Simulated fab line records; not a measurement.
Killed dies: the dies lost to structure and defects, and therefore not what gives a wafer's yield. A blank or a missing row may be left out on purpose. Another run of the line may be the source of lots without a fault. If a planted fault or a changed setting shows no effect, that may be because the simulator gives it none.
Comparing a struck lot with a sound one ; flow nand harc ; 14 out of 1159 route steps
Sound: wafers L524.2, L524.3, L524.6. Struck: wafer L521.4. (L521.1, L521.5 of the same lot were not struck and are left out.) The cause comes at the end.
At each step with rows: each side's tool, then ch and its chambers, then its first start. Under that, the readings that differ: sound wafers ; struck wafers ; difference of the means ; sigmas: that difference in standard deviations of wafers without a fault.
alike: same words and numbers on both sides, and readings whose means sit less than 2 such deviations apart. not compared: any withheld reading, any reading some wafer has no value for, any bound like >300 that may hide the same value, and any number with overlapping values for which the record gives no deviation.
The two part at a step that has a row with sigmas, a row that says differs or no value, or rows on one side only. Non-overlapping numbers with no deviation appear without sigmas and do not part them. A reading missing from all wafers of one side parts the sides only when that side holds two or more wafers.

first, 7 steps without rows for these wafers: NHARC_A_STAIRCASE_COAT_304; NHARC_A_STAIRCASE_SOFTBAKE_305 (time 170 s); NHARC_A_STAIRCASE_EBR_306; NHARC_A_STAIRCASE_EXPOSE_307 (exposes mask CHOP 50); NHARC_A_STAIRCASE_PEB_308 (peb time 130 s); NHARC_A_STAIRCASE_DEVELOP_309 (time 140 s); NHARC_A_STAIRCASE_HARDBAKE_311 (time 140 s).
NHARC_A_STAIRCASE_DESCUM_312: chemistry O2, time 3 s.
  sound on rie diel-05 ch 1,2,3, day 15 04:57; struck on rie diel-05 ch 3, day 15 01:29
  alike: drypump motor current A, oes product au, rf vpp V, showerhead plenum p Torr, throttle valve pct
  not compared: rf hours counter h
NHARC_A_STAIRCASE_ETCH_313: etches the open film in CF4/CHF3.
  sound on rie diel-05 ch 2,3, day 15 05:03; struck on rie diel-05 ch 2, day 15 01:35
  alike: cf4 flow sccm, drypump motor current A, oes product au, rf vpp V, showerhead plenum p Torr, throttle valve pct
  not compared: rf hours counter h
NHARC_A_STAIRCASE_HM_OPEN_463: chemistry O2/COS.
  sound: rie diel-05 ch 1,3; struck: rie diel-05 ch 1
  alike: drypump motor current A, oes product au, rf vpp V, showerhead plenum p Torr, throttle valve pct
  not compared: rf hours counter h
then, 1 step without rows for these wafers: NHARC_A_STAIRCASE_STRIP_464 (strips in O2/COS).
NHARC_A_STAIRCASE_ETCH_453: etches the open film in CF4/O2, target depth 30 nm, overetch 3 nm, time 16.5 s.
  sound on rie diel-05 ch 2,3, day 15 05:38; struck on rie diel-05 ch 0, day 15 02:06
reading;sound;struck;difference;sigmas
cf4 flow sccm (sccm);79.77 79.95 79.83;40.15;-39.70;-99 or more
oes_f_703_au (a.u.);0.997 0.996 0.997;1.145;+0.148;+30
oes_o_777_au (a.u.);1.003 0.996 0.995;2.032;+1.034;+99 or more
showerhead plenum p Torr (Torr);1.43 1.40 1.43;0.87;-0.55;-8
throttle valve pct (%);13.408 13.395 13.404;10.362;-3.040;-99 or more
  alike: drypump motor current A, oes product au, rf vpp V
  not compared: rf hours counter h
NHARC_A_STAIRCASE_ETCH_315: etches the open film in C4F8/O2/Ar, target depth 2500 nm, time 607.1 s.
  sound: rie diel-05 ch 2,3; struck: rie diel-05 ch 0
reading;sound;struck;difference;sigmas
rf vpp V (V);1839 1845 1845;1814;-29;-2
  alike: oes product au
  not compared: rf hours counter h
-- jump in the record: it breaks off in module A_STAIRCASE and resumes in module END (first step shown: number 1159 of the route), and 7 days separate the struck wafers' starts before and after --
NHARC_END_SORT_01:
  sound on prober-01 ch 0, day 22 12:24; struck on prober-02 ch 0, day 22 06:17
  alike: killed at array, killed at other, killed at periphery, killed dies, killed open, killed short

== WHERE THEY PART ==
At NHARC_A_STAIRCASE_ETCH_453 first; at NHARC_A_STAIRCASE_ETCH_315 last (within this record only). Later steps at which nothing parts them and some readings are alike: NHARC_END_SORT_01.

WHY: what the simulator had put in
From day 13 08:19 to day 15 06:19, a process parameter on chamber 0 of rie diel-05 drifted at NHARC_A_STAIRCASE_ETCH_453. The setting cf4 flow sccm was moved by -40, starting from 80. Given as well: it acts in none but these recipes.
